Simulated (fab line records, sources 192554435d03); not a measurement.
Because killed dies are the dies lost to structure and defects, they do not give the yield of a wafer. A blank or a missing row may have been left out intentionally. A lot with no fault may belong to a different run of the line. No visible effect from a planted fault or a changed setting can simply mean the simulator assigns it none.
fab line records ; flow n5-finfet
record: lots: 11; wafers: 33; last-day: 18
route steps=1938 shown BEOL_M8@1385 BEOL_M9@1402 PASSIVATION@1936
lots untouched by any fault: they come from a run of this same line in which no faults occurred
start-h: hours from the record's first day to the start of the lot's first wafer shown ; wait-h: hours elapsed since this lot's preceding step ; " the same as in the row above ; L1.1+2: several wafers, shown together as one row ; - no value, or no start given ; * or withheld: withheld ; < > ~ a bound
route shown NAME@n: a module of which the file shows steps, and the number in the route of the first ; usual: the fault-free wafers' mean and standard deviation ; same: alike in all rows ; chamber/n: place in a boat ; sites: the reading at each site ; _std_site: how widely they spread, as a standard deviation ; _edge_site: mean of outer sites minus mean of inner sites ; radius-mm: for every site, how far away it sits from the centre of the wafer ; mask NAME#n: copy n ; behind: the tool/chamber that last shaped the wafer ; hold: the reason the lot was held/the length of the hold in hours/how it ended ; device: names the non-switching transistor (n, p or np) ; end of line: at the end of the route, the tests of the same wafers ; a step given without rows: its recipe and nothing more ; killed: not the wafer's yield, but the dies lost to structure and defects at the first sort ; map: a wafer's dies, x killed, . not, _ none there
set.NAME: the setting that was run; set.NAME@STEP: the one run at that earlier step ; model.NAME: the simulator's own value behind a step, which no gauge read
the route's steps for a sample of lots (tables are steps, rows are wafers)
services: a tool's chamber out of use, with start hour (start-h, from the record's first day; less than 0 if before it), hours out, and reason
== steps ==
step: N5_BEOL_M8_CD_MEAS_35
recipe: target-cd-nm: 40; polarity: opening
usual: cd-nm: 40.2/0.63
lot.wafer;tool;chamber;start-h;wait-h;cd-nm
L220.2;cd-sem-01;-;209.41;0.0;40.1
L220.3;cd-sem-01;-;209.41;0.0;40.1
L220.5;cd-sem-01;-;209.41;0.0;39.9
L221.1;cd-sem-01;-;212.67;0.0;40.4
L221.5;cd-sem-01;-;212.67;0.0;41.2
L221.6;cd-sem-01;-;212.67;0.0;40.3
L222.1;cd-sem-03;-;212.93;0.0;39.8
L222.3;cd-sem-03;-;212.93;0.0;38.8
L222.5;cd-sem-03;-;212.93;0.0;40.0
L224.3;cd-sem-02;-;232.10;0.0;41.0
L224.5;cd-sem-02;-;232.10;0.0;40.9
L224.6;cd-sem-02;-;232.10;0.0;41.0
L233.2;cd-sem-02;-;294.08;0.0;41.0
L233.3;cd-sem-02;-;294.08;0.0;39.5
L233.5;cd-sem-02;-;294.08;0.0;40.4
L235.1;cd-sem-02;-;305.09;0.0;40.0
L235.2;cd-sem-02;-;305.09;0.0;40.6
L235.5;cd-sem-02;-;305.09;0.0;40.0
L237.1;cd-sem-01;-;307.30;0.0;42.0
L237.2;cd-sem-01;-;307.30;0.0;40.9
L237.5;cd-sem-01;-;307.30;0.0;41.1
L238.1;cd-sem-01;-;319.96;0.0;41.4
L238.2;cd-sem-01;-;319.96;0.0;41.2
L238.3;cd-sem-01;-;319.96;0.0;42.0
L241.2;cd-sem-03;-;324.94;0.0;39.5
L241.3;cd-sem-03;-;324.94;0.0;40.3
L241.4;cd-sem-03;-;324.94;0.0;39.8
L240.2;cd-sem-01;-;340.91;0.0;40.2
L240.4;cd-sem-01;-;340.91;0.0;39.7
L240.5;cd-sem-01;-;340.91;0.0;39.3
L243.1;cd-sem-02;-;376.74;0.0;39.8
L243.5;cd-sem-02;-;376.74;0.0;39.6
L243.6;cd-sem-02;-;376.74;0.0;39.1
step: N5_BEOL_M9_CURE_71
recipe: temp-c: 385; time-s: 240; ambient: He/Ar; material: SiCOH_lowk
usual: lamp-power-pct: 52.32/0.051; wafer_temp_C_max: 386.9/0.94
lot.wafer;tool;chamber;start-h;wait-h;lamp-power-pct;wafer_temp_C_max
L220.2;uv-cure-03;2;211.63;0.1;52.19;386.3
L220.3;uv-cure-03;2;211.63;0.1;52.35;386.2
L220.5;uv-cure-03;2;211.63;0.1;52.33;386.7
L221.1;uv-cure-03;1;214.95;0.1;52.37;386.2
L221.5;uv-cure-03;1;214.95;0.1;52.39;386.8
L221.6;uv-cure-03;1;214.95;0.1;52.34;386.4
L222.1;uv-cure-03;2;216.28;0.1;52.35;386.6
L222.3;uv-cure-03;2;216.28;0.1;52.24;386.4
L222.5;uv-cure-03;2;216.28;0.1;52.27;386.5
L224.3;uv-cure-01;1;235.43;0.2;52.30;386.2
L224.5;uv-cure-01;1;235.43;0.2;52.25;386.3
L224.6;uv-cure-01;1;235.43;0.2;52.33;386.8
L233.2;uv-cure-03;1;297.16;0.1;52.33;386.2
L233.3;uv-cure-03;1;297.16;0.1;52.33;386.2
L233.5;uv-cure-03;1;297.16;0.1;52.30;386.4
L235.1;uv-cure-02;1;308.13;0.0;52.29;389.3
L235.2;uv-cure-02;1;308.13;0.0;52.26;388.1
L235.5;uv-cure-02;1;308.13;0.0;52.35;389.9
L237.1;uv-cure-02;1;311.43;0.0;52.24;388.2
L237.2;uv-cure-02;1;311.43;0.0;52.32;388.4
L237.5;uv-cure-02;1;311.43;0.0;52.32;389.1
L238.1;uv-cure-03;2;324.02;0.1;52.29;386.0
L238.2;uv-cure-03;2;324.02;0.1;52.30;386.0
L238.3;uv-cure-03;2;324.02;0.1;52.28;385.7
L241.2;uv-cure-02;1;328.79;0.1;52.40;387.7
L241.3;uv-cure-02;1;328.79;0.1;52.37;386.8
L241.4;uv-cure-02;1;328.79;0.1;52.30;387.9
L240.2;uv-cure-01;0;344.06;0.1;52.29;387.7
L240.4;uv-cure-01;0;344.06;0.1;52.35;387.6
L240.5;uv-cure-01;0;344.06;0.1;52.29;388.4
L243.1;uv-cure-01;1;381.70;0.0;52.38;385.8
L243.5;uv-cure-01;1;381.70;0.0;52.32;386.1
L243.6;uv-cure-01;1;381.70;0.0;52.34;385.7
step: N5_BEOL_M9_PECVD_70
recipe: material: SiO2; target-thk-a: 200; temp-c: 400; precursor: TEOS/O2; pressure-torr: 5.5; rf-w: 450; teos-flow-sccm: 53.8; gas: O2; flow-sccm: 3000; time-s: 22.7
usual: heater-power-outer-w: 416/54; heater-power-w: 733/68; showerhead-plenum-p-Torr: 8.82/0.056; susceptor-temp-C: 399.96/0.22; throttle-valve-pct: 22.2/1.4
lot.wafer;tool;chamber;start-h;wait-h;heater-power-outer-w;heater-power-w;showerhead-plenum-p-Torr;since-wet-clean-h;susceptor-temp-C;throttle-valve-pct
L220.2;pecvd-01;1;212.10;0.0;476;811;8.75;1460;399.88;21.2
L220.3;pecvd-01;0;212.10;0.0;489;844;8.85;-;399.69;23.5
L220.5;pecvd-01;1;212.10;0.0;481;801;8.76;-;400.24;21.3
L221.1;pecvd-01;0;215.50;0.0;498;802;8.87;738;400.12;23.4
L221.5;pecvd-01;1;215.50;0.0;421;733;8.73;-;399.68;21.1
L221.6;pecvd-01;0;215.50;0.0;492;826;8.88;-;399.71;23.8
L222.1;pecvd-01;1;216.82;0.0;473;796;8.74;1464;407.73;20.9
L222.3;pecvd-01;1;216.82;0.0;476;812;8.77;-;407.69;21.3
L222.5;pecvd-01;1;216.82;0.0;480;810;8.73;-;408.08;21.4
L224.3;pecvd-01;2;235.82;0.0;401;751;8.81;4;408.16;19.0
L224.5;pecvd-01;1;235.82;0.0;524;900;8.74;-;408.23;21.2
L224.6;pecvd-01;0;235.82;0.0;454;773;8.86;-;407.68;23.7
L233.2;pecvd-03;2;297.63;0.0;451;802;8.76;610;399.38;21.9
L233.3;pecvd-03;1;297.63;0.0;378;642;8.90;2089;400.13;23.9
L233.5;pecvd-03;0;297.63;0.0;349;659;8.84;-;399.72;21.8
L235.1;pecvd-01;2;308.68;0.0;406;734;8.82;77;400.20;19.5
L235.2;pecvd-01;1;308.68;0.0;470;790;8.74;1556;400.47;21.2
L235.5;pecvd-01;1;308.68;0.0;471;795;8.74;-;400.28;21.1
L237.1;pecvd-01;1;311.98;0.0;402;711;8.75;1560;400.37;21.3
L237.2;pecvd-01;2;311.98;0.0;397;741;8.78;81;399.95;19.3
L237.5;pecvd-01;1;311.98;0.0;409;723;8.75;-;399.98;21.2
L238.1;pecvd-03;1;324.57;0.0;389;684;8.88;2116;399.92;24.0
L238.2;pecvd-03;0;324.57;0.0;400;711;8.81;1391;400.45;21.8
L238.3;pecvd-03;2;324.57;0.0;427;725;8.76;637;399.79;21.9
L241.2;pecvd-01;1;329.26;0.0;412;720;8.74;1577;400.07;21.1
L241.3;pecvd-01;2;329.26;0.0;399;740;8.83;-;399.75;19.2
L241.4;pecvd-01;1;329.26;0.0;406;707;8.74;-;400.00;21.0
L240.2;pecvd-01;0;344.53;0.0;503;846;8.88;867;400.07;24.2
L240.4;pecvd-01;1;344.53;0.0;387;673;8.75;-;399.92;21.1
L240.5;pecvd-01;2;344.53;0.0;377;720;8.81;-;399.99;19.4
L243.1;pecvd-03;1;382.25;0.0;333;628;8.86;2174;399.96;24.0
L243.5;pecvd-03;2;382.25;0.0;467;813;8.78;-;399.99;22.2
L243.6;pecvd-03;1;382.25;0.0;338;613;8.86;-;399.91;24.0
step: N5_BEOL_M9_CD_MEAS_11
recipe: target-cd-nm: 64.1; landing-energy-ev: 500; detector: se-inlens; polarity: opening
usual: cd-nm: 63.7/0.59
lot.wafer;tool;chamber;start-h;wait-h;cd-nm
L220.2;cd-sem-02;0;213.58;-;63.6
L220.3;cd-sem-02;0;213.58;-;63.3
L220.5;cd-sem-02;0;213.58;-;64.2
L221.1;cd-sem-03;0;217.17;-;63.1
L221.5;cd-sem-03;0;217.17;-;63.5
L221.6;cd-sem-03;0;217.17;-;62.7
L222.1;cd-sem-03;0;217.58;-;63.2
L222.3;cd-sem-03;0;217.58;-;63.8
L222.5;cd-sem-03;0;217.58;-;63.8
L224.3;cd-sem-01;0;239.28;-;64.4
L224.5;cd-sem-01;0;239.28;-;63.6
L224.6;cd-sem-01;0;239.28;-;63.7
L233.2;cd-sem-01;0;298.50;-;64.4
L233.3;cd-sem-01;0;298.50;-;63.5
L233.5;cd-sem-01;0;298.50;-;64.0
L235.1;cd-sem-02;0;310.80;-;63.3
L235.2;cd-sem-02;0;310.80;-;64.8
L235.5;cd-sem-02;0;310.80;-;63.6
L237.1;cd-sem-01;0;313.78;-;63.2
L237.2;cd-sem-01;0;313.78;-;63.7
L237.5;cd-sem-01;0;313.78;-;64.5
L238.1;cd-sem-02;0;326.04;-;64.5
L238.2;cd-sem-02;0;326.04;-;63.5
L238.3;cd-sem-02;0;326.04;-;65.1
L241.2;cd-sem-02;0;330.69;-;62.9
L241.3;cd-sem-02;0;330.69;-;64.3
L241.4;cd-sem-02;0;330.69;-;64.0
L240.2;cd-sem-01;0;346.72;-;63.4
L240.4;cd-sem-01;0;346.72;-;63.3
L240.5;cd-sem-01;0;346.72;-;63.1
L243.1;cd-sem-02;0;383.32;-;63.3
L243.5;cd-sem-02;0;383.32;-;63.7
L243.6;cd-sem-02;0;383.32;-;64.1
step: N5_PASSIVATION_PROBE_49
usual: defect-limited-yield: 91.4/1.3; killed_at_M0_to_M3: 34/10; killed_at_M4_up: 14/5.6; killed-at-contacts: 13/5.9; killed-at-front-end: 37/9.9; killed-at-other: 3.5/2.8; killed-dies: 101/15; killed-open: 67/12; killed-short: 32/6.6; sort_bin_4_leakage: 0.00/0.014; sort_bin_5_function: 5.0/0.81; sort_bin_6_memory: 3.2/0.66; sort_bin_8_speed: 0.00/0.007; sort-n-pass: 1079/15; sort-yield-pct: 91.4/1.3
same: gross-dies: 1180; killed-at-back-side: 0
lot.wafer;tool;chamber;start-h;wait-h;defect-limited-yield[%];killed_at_M0_to_M3;killed_at_M4_up;killed-at-contacts;killed-at-front-end;killed-at-other;killed-dies;killed-open;killed-short;sort_bin_4_leakage[%];sort_bin_5_function[%];sort_bin_6_memory[%];sort_bin_8_speed[%];sort-n-pass;sort-yield-pct[%]
L222.1;prober-01;-;287.90;0.0;92.3;24;15;14;30;8;91;56;34;0;4.7;2.6;0;1089;92.3
L222.3;prober-01;-;288.00;0.1;89.7;46;12;32;30;2;122;87;35;0;4.9;4.7;0;1058;89.7
L222.5;prober-01;-;288.10;0.2;91.5;31;11;22;30;6;100;71;28;0;5.5;2.7;0;1080;91.5
L221.1;prober-02;-;289.88;0.0;91.3;29;14;17;36;7;103;73;26;0;5.1;3.2;0;1077;91.3
L221.5;prober-02;-;290.08;0.2;92.1;33;11;17;30;2;93;64;29;0;4.8;2.6;0;1087;92.1
L221.6;prober-02;-;290.13;0.3;92.1;35;3;16;35;4;93;55;38;0;4.7;2.9;0;1087;92.1
L220.2;prober-01;-;289.92;0.1;90.5;38;3;19;52;0;112;80;31;0;5.8;3.4;0.08;1067;90.4
L220.3;prober-01;-;289.97;0.1;90.8;34;13;6;55;1;109;69;39;0;5.3;3.7;0;1071;90.8
L220.5;prober-01;-;290.07;0.2;90.0;28;13;23;50;4;118;73;43;0;5.6;3.9;0;1062;90.0
L224.3;prober-02;-;308.74;0.1;91.7;29;11;19;35;4;98;65;32;0;5.1;2.8;0;1082;91.7
L224.5;prober-02;-;308.84;0.2;91.9;38;14;11;31;2;96;68;28;0;4.8;3.1;0;1084;91.9
L224.6;prober-02;-;308.89;0.3;90.8;42;15;11;41;0;109;81;28;0;6.4;2.5;0;1071;90.8
L233.2;prober-02;-;359.23;0.1;93.7;18;13;22;16;5;74;42;32;0;3.4;2.7;0;1106;93.7
L233.3;prober-02;-;359.28;0.1;92.3;19;10;36;22;4;91;62;29;0;4.9;2.6;0;1089;92.3
L233.5;prober-02;-;359.38;0.2;90.8;29;10;25;44;0;108;66;42;0;5.4;3.6;0;1072;90.8
L235.1;prober-01;-;371.93;0.0;91.8;23;14;9;51;0;97;73;24;0;5.4;2.5;0;1083;91.8
L235.2;prober-01;-;371.98;0.1;91.9;33;21;8;34;0;96;64;32;0.17;4.6;3.4;0;1082;91.7
L235.5;prober-01;-;372.13;0.2;87.6;55;20;21;45;5;146;96;50;0;7.1;4.5;0;1034;87.6
L237.1;prober-02;-;376.29;0.0;89.7;34;29;13;44;1;121;86;33;0;6.6;3.6;0;1059;89.7
L237.2;prober-02;-;376.34;0.1;91.4;34;13;18;31;6;102;65;36;0;4.7;3.7;0;1078;91.4
L237.5;prober-02;-;376.49;0.2;91.5;36;14;18;32;0;100;64;34;0;5.7;2.5;0;1080;91.5
L238.1;prober-01;-;395.85;0.0;93.6;26;12;4;25;9;76;45;29;0;4.0;2.0;0;1104;93.6
L238.2;prober-01;-;395.90;0.1;92.2;37;14;5;32;4;92;60;32;0;4.8;2.9;0;1088;92.2
L238.3;prober-01;-;395.95;0.1;91.2;40;4;17;39;4;104;58;45;0;5.2;3.5;0;1076;91.2
L241.2;prober-01;-;397.32;0.1;90.0;52;27;4;29;6;118;86;31;0;5.5;4.4;0;1062;90.0
L241.3;prober-01;-;397.37;0.1;92.5;32;13;13;28;3;89;50;39;0;4.6;2.5;0;1091;92.5
L241.4;prober-01;-;397.42;0.2;91.1;50;13;6;33;3;105;76;29;0;5.4;3.3;0;1075;91.1
L240.2;prober-02;-;404.77;0.1;90.8;34;8;10;53;4;109;70;32;0;5.2;3.3;0;1071;90.8
L240.4;prober-02;-;404.87;0.2;91.9;37;14;8;31;6;96;67;27;0;4.7;3.3;0;1084;91.9
L240.5;prober-02;-;404.92;0.2;90.9;38;7;10;50;2;107;79;27;0;4.8;3.9;0;1073;90.9
L243.1;prober-02;-;438.86;0.0;91.4;39;12;16;33;2;102;70;32;0;5.3;3.0;0;1078;91.4
L243.5;prober-02;-;439.06;0.2;91.6;37;19;20;20;3;99;67;30;0;5.0;3.1;0;1081;91.6
L243.6;prober-02;-;439.11;0.3;93.7;33;11;6;20;4;74;38;36;0;4.0;2.3;0;1106;93.7
killed by level:class
L222.1 MOL_CONTACT_COAG:geometric-particle:open=11 BEOL_M0_SAQP:geometric-particle:open=9 STARTING-WAFER:geometric-particle:short=6 BEOL_M0_SAQP:geometric-particle:short=5 BEOL_M3:geometric-particle:open=5 DUMMY_GATE:geometric-particle:open=4 BEOL_M6:geometric-particle:open=4 PASS1_CAP:geometric-particle:short=4
L222.3 MOL_CONTACT_COAG:geometric-particle:open=24 BEOL_M3:geometric-particle:open=14 FIN_SAQP:geometric-particle:short=10 BEOL_M0_SAQP:geometric-particle:open=10 MOL_CONTACT_COAG:geometric-particle:short=8 BEOL_M2:geometric-particle:open=8 GATE_CUT:geometric-particle:open=5 BEOL_M0_SAQP:geometric-particle:short=5
L222.5 MOL_CONTACT_COAG:geometric-particle:open=18 BEOL_M2:geometric-particle:open=11 BEOL_M3:geometric-particle:open=7 BEOL_M0_SAQP:geometric-particle:open=6 BEOL_M0_SAQP:geometric-particle:short=5 FIN_SAQP:geometric-particle:open=4 FIN_SAQP:geometric-particle:short=4 STI_FIN_REVEAL:geometric-particle:short=4
L221.1 MOL_CONTACT_COAG:geometric-particle:open=15 BEOL_M1:geometric-particle:open=11 STI_FIN_REVEAL:geometric-particle:open=10 BEOL_M3:geometric-particle:open=8 BEOL_M4:geometric-particle:open=8 GATE_CUT:geometric-particle:short=5 BEOL_M0_SAQP:geometric-particle:open=5 GATE_CUT:geometric-particle:open=4
L220.2 FIN_SAQP:geometric-particle:open=16 MOL_CONTACT_COAG:geometric-particle:open=14 BEOL_M0_SAQP:geometric-particle:open=11 STI_FIN_REVEAL:geometric-particle:open=7 BEOL_M0_SAQP:geometric-particle:short=7 BEOL_M3:geometric-particle:open=7 FIN_SAQP:geometric-particle:short=6 DUMMY_GATE:geometric-particle:open=5
L220.3 FIN_SAQP:geometric-particle:open=14 STI_FIN_REVEAL:geometric-particle:open=13 BEOL_M0_SAQP:geometric-particle:open=8 BEOL_M4:geometric-particle:open=7 BEOL_M0:geometric-particle:short=7 FIN_SAQP:geometric-particle:short=6 MOL_CONTACT_COAG:geometric-particle:open=6 STARTING-WAFER:geometric-particle:short=6
L220.5 MOL_CONTACT_COAG:geometric-particle:open=16 DUMMY_GATE:geometric-particle:open=12 GATE_CUT:geometric-particle:open=8 BEOL_M0_SAQP:geometric-particle:open=8 BEOL_M4:geometric-particle:open=8 BEOL_M0_SAQP:geometric-particle:short=7 MOL_CONTACT_COAG:geometric-particle:short=7 BEOL_M1:geometric-particle:open=6
L221.5 MOL_CONTACT_COAG:geometric-particle:open=16 BEOL_M3:geometric-particle:open=9 BEOL_M1:geometric-particle:open=7 DUMMY_GATE:geometric-particle:open=6 STI_FIN_REVEAL:geometric-particle:open=5 GATE_CUT:geometric-particle:short=5 BEOL_M4:geometric-particle:open=5 FIN_SAQP:geometric-particle:short=4
L221.6 MOL_CONTACT_COAG:geometric-particle:open=11 FIN_SAQP:geometric-particle:short=10 BEOL_M1:geometric-particle:open=10 BEOL_M0:geometric-particle:open=7 FIN_SAQP:geometric-particle:open=6 GATE_CUT:geometric-particle:open=5 MOL_CONTACT_COAG:geometric-particle:short=5 GATE_CUT:geometric-particle:short=4
L224.3 MOL_CONTACT_COAG:geometric-particle:open=16 FIN_SAQP:geometric-particle:open=10 FIN_SAQP:geometric-particle:short=6 BEOL_M0_SAQP:geometric-particle:open=6 GATE_CUT:geometric-particle:short=5 BEOL_M0_SAQP:geometric-particle:short=5 STI_FIN_REVEAL:geometric-particle:open=4 BEOL_M4:geometric-particle:open=4
L224.5 BEOL_M3:geometric-particle:open=14 MOL_CONTACT_COAG:geometric-particle:open=10 STI_FIN_REVEAL:geometric-particle:open=8 BEOL_M4:geometric-particle:open=8 FIN_SAQP:geometric-particle:open=6 BEOL_M2:geometric-particle:open=6 BEOL_M0_SAQP:geometric-particle:short=4 BEOL_M3:geometric-particle:short=4
L224.6 FIN_SAQP:geometric-particle:open=13 STI_FIN_REVEAL:geometric-particle:open=12 BEOL_M2:geometric-particle:open=12 BEOL_M3:geometric-particle:open=8 MOL_CONTACT_COAG:geometric-particle:open=7 BEOL_M4:geometric-particle:open=6 BEOL_M1:geometric-particle:open=5 BEOL_M3:geometric-particle:short=5
L233.2 MOL_CONTACT_COAG:geometric-particle:open=13 MOL_CONTACT_COAG:geometric-particle:short=9 BEOL_M4:geometric-particle:open=6 BEOL_M2:geometric-particle:open=5 FIN_SAQP:geometric-particle:short=4 BEOL_M0_SAQP:geometric-particle:short=4 STI_FIN_REVEAL:geometric-particle:open=3 ILD0:geometric-particle:short=2
L233.3 MOL_CONTACT_COAG:geometric-particle:open=27 MOL_CONTACT_COAG:geometric-particle:short=9 STI_FIN_REVEAL:geometric-particle:open=7 BEOL_M1:geometric-particle:open=7 STARTING-WAFER:geometric-particle:open=4 STI_FIN_REVEAL:geometric-particle:short=3 ILD0:geometric-particle:short=3 BEOL_M0_SAQP:geometric-particle:open=3
L233.5 STI_FIN_REVEAL:geometric-particle:open=17 MOL_CONTACT_COAG:geometric-particle:open=16 FIN_SAQP:geometric-particle:short=9 MOL_CONTACT_COAG:geometric-particle:short=9 BEOL_M2:geometric-particle:open=8 BEOL_M3:geometric-particle:short=8 STI_FIN_REVEAL:geometric-particle:short=7 BEOL_M0_SAQP:geometric-particle:open=5
L235.1 STI_FIN_REVEAL:geometric-particle:open=24 FIN_SAQP:geometric-particle:open=7 BEOL_M0_SAQP:geometric-particle:open=6 BEOL_M4:geometric-particle:open=6 STI_FIN_REVEAL:geometric-particle:short=5 MOL_CONTACT_COAG:geometric-particle:open=5 BEOL_M3:geometric-particle:open=4 ILD0:geometric-particle:short=4
L235.2 STI_FIN_REVEAL:geometric-particle:open=11 BEOL_M0_SAQP:geometric-particle:short=11 BEOL_M4:geometric-particle:open=7 MOL_CONTACT_COAG:geometric-particle:open=6 BEOL_M2:geometric-particle:open=6 BEOL_M3:geometric-particle:short=5 BEOL_M8:geometric-particle:open=5 BEOL_M0_SAQP:geometric-particle:open=4
L235.5 MOL_CONTACT_COAG:geometric-particle:open=18 STI_FIN_REVEAL:geometric-particle:open=12 BEOL_M1:geometric-particle:open=12 BEOL_M0_SAQP:geometric-particle:short=11 BEOL_M0_SAQP:geometric-particle:open=11 BEOL_M4:geometric-particle:open=9 BEOL_M3:geometric-particle:open=7 ILD0:geometric-particle:short=6
L237.1 BEOL_M4:geometric-particle:open=14 FIN_SAQP:geometric-particle:open=11 STI_FIN_REVEAL:geometric-particle:open=9 BEOL_M0_SAQP:geometric-particle:open=9 FIN_SAQP:geometric-particle:short=8 MOL_CONTACT_COAG:geometric-particle:open=8 BEOL_M3:geometric-particle:open=8 BEOL_M2:geometric-particle:open=7
L237.2 MOL_CONTACT_COAG:geometric-particle:open=16 BEOL_M1:geometric-particle:open=10 GATE_CUT:geometric-particle:short=6 BEOL_M0_SAQP:geometric-particle:open=5 BEOL_M2:geometric-particle:open=5 BEOL_M4:geometric-particle:open=5 FIN_SAQP:geometric-particle:short=4 BEOL_M3:geometric-particle:short=4
L237.5 MOL_CONTACT_COAG:geometric-particle:open=13 BEOL_M1:geometric-particle:open=7 BEOL_M2:geometric-particle:open=7 BEOL_M3:geometric-particle:open=7 STI_FIN_REVEAL:geometric-particle:open=6 GATE_CUT:geometric-particle:short=6 BEOL_M0_SAQP:geometric-particle:short=5 STARTING-WAFER:geometric-particle:short=5
L238.1 BEOL_M0_SAQP:geometric-particle:short=8 BEOL_M2:geometric-particle:open=8 BEOL_M4:geometric-particle:open=5 FIN_SAQP:geometric-particle:open=4 STI_FIN_REVEAL:geometric-particle:open=3 DUMMY_GATE:geometric-particle:open=3 GATE_CUT:geometric-particle:short=3 GATE_CUT:geometric-particle:open=3
L238.2 BEOL_M0_SAQP:geometric-particle:short=15 FIN_SAQP:geometric-particle:open=10 BEOL_M2:geometric-particle:open=9 BEOL_M4:geometric-particle:open=9 FIN_SAQP:geometric-particle:short=7 STI_FIN_REVEAL:geometric-particle:open=7 BEOL_M0_SAQP:geometric-particle:open=7 MOL_CONTACT_COAG:geometric-particle:open=4
L238.3 BEOL_M0_SAQP:geometric-particle:short=18 MOL_CONTACT_COAG:geometric-particle:open=15 BEOL_M0_SAQP:geometric-particle:open=10 STI_FIN_REVEAL:geometric-particle:open=6 DUMMY_GATE:geometric-particle:open=6 GATE_CUT:geometric-particle:short=6 FIN_SAQP:geometric-particle:short=5 BEOL_M1:geometric-particle:open=4
L241.2 BEOL_M0_SAQP:geometric-particle:open=14 BEOL_M4:geometric-particle:open=13 BEOL_M0_SAQP:geometric-particle:short=10 BEOL_M0:geometric-particle:open=9 BEOL_M3:geometric-particle:open=9 FIN_SAQP:geometric-particle:open=5 STI_FIN_REVEAL:geometric-particle:open=5 GATE_CUT:geometric-particle:short=4
L241.3 GATE_CUT:geometric-particle:short=9 BEOL_M0_SAQP:geometric-particle:short=8 BEOL_M4:geometric-particle:open=8 MOL_CONTACT_COAG:geometric-particle:open=7 MOL_CONTACT_COAG:geometric-particle:short=6 BEOL_M2:geometric-particle:open=5 BEOL_M0_SAQP:geometric-particle:open=4 BEOL_M1:geometric-particle:short=4
L241.4 BEOL_M3:geometric-particle:open=11 BEOL_M0_SAQP:geometric-particle:open=10 BEOL_M0_SAQP:geometric-particle:short=8 BEOL_M4:geometric-particle:open=8 BEOL_M2:geometric-particle:open=8 FIN_SAQP:geometric-particle:open=7 STI_FIN_REVEAL:geometric-particle:open=5 GATE_CUT:geometric-particle:short=5
L240.2 STI_FIN_REVEAL:geometric-particle:open=15 FIN_SAQP:geometric-particle:open=11 BEOL_M2:geometric-particle:open=9 GATE_CUT:geometric-particle:short=8 BEOL_M3:geometric-particle:open=7 MOL_CONTACT_COAG:geometric-particle:open=6 BEOL_M3:geometric-particle:short=6 HKMG_FIN:area-etch=6
L240.4 BEOL_M3:geometric-particle:open=16 MOL_CONTACT_COAG:geometric-particle:open=7 STI_FIN_REVEAL:geometric-particle:open=5 BEOL_M0_SAQP:geometric-particle:short=5 BEOL_M4:geometric-particle:open=5 BEOL_M1:geometric-particle:open=4 STARTING-WAFER:geometric-particle:open=4 DUMMY_GATE:geometric-particle:short=4
L240.5 SPACER0:geometric-particle:open=13 FIN_SAQP:geometric-particle:open=11 BEOL_M3:geometric-particle:open=11 MOL_CONTACT_COAG:geometric-particle:open=7 DUMMY_GATE:geometric-particle:open=7 BEOL_M0:geometric-particle:open=6 BEOL_M0_SAQP:geometric-particle:open=5 STI_FIN_REVEAL:geometric-particle:open=4
L243.1 BEOL_M0_SAQP:geometric-particle:open=14 MOL_CONTACT_COAG:geometric-particle:open=13 BEOL_M0_SAQP:geometric-particle:short=13 STI_FIN_REVEAL:geometric-particle:open=8 FIN_SAQP:geometric-particle:open=7 BEOL_M3:geometric-particle:open=6 FIN_SAQP:geometric-particle:short=4 BEOL_M4:geometric-particle:open=4
L243.5 MOL_CONTACT_COAG:geometric-particle:open=16 BEOL_M0_SAQP:geometric-particle:open=15 BEOL_M4:geometric-particle:open=10 BEOL_M0_SAQP:geometric-particle:short=9 BEOL_M2:geometric-particle:open=9 FIN_SAQP:geometric-particle:short=6 STI_FIN_REVEAL:geometric-particle:open=5 MOL_CONTACT_COAG:geometric-particle:short=4
L243.6 BEOL_M0_SAQP:geometric-particle:short=17 FIN_SAQP:geometric-particle:open=6 DUMMY_GATE:geometric-particle:open=5 BEOL_M1:geometric-particle:open=4 BEOL_M0_SAQP:geometric-particle:open=4 BEOL_M2:geometric-particle:open=4 GATE_CUT:geometric-particle:short=3 MOL_CONTACT_COAG:geometric-particle:short=3
== services ==
tool;chamber;start-h;hours;kind
uv-cure-03;-;187.80;2.1;repair
pecvd-03;-;200.41;0.4;repair
pecvd-01;2;202.38;-;clean
pecvd-01;2;202.38;-;consumable-replace:showerhead
pecvd-01;2;202.38;29.0;scheduled-down
pecvd-01;2;202.38;29.0;vent-cycle
pecvd-03;0;214.70;6.0;repair
uv-cure-03;-;220.92;7.5;pm
uv-cure-01;-;267.92;2.1;pm
pecvd-01;0;272.18;70.1;repair
uv-cure-01;-;307.00;3.4;pm
pecvd-03;-;309.27;0.5;repair
uv-cure-03;-;311.58;2.1;pm
pecvd-03;1;335.09;5.5;scheduled-down
uv-cure-01;-;354.79;7.5;pm
pecvd-03;-;358.62;2.8;repair
== key ==
first-sign: step: N5_BEOL_M9_PECVD_70; reading: susceptor-temp-C; direction: up; sigmas: 36; usual: *; struck: *
effect none on later readings
met-at N5_BEOL_M9_PECVD_70
struck-lots L222,L224
not-acting-at N5_BEOL_M8_CD_MEAS_35,N5_BEOL_M9_CURE_71,N5_BEOL_M9_CD_MEAS_11
onset-between 215.50 216.82
fault: kind: process-parameter-drift; tool: pecvd-01; chamber: -; onset-h: 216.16; steps: N5_BEOL_M9_PECVD_70; channel: temp-c; offset: *; shape: step; end-h: 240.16; acts-in: *; stated: *
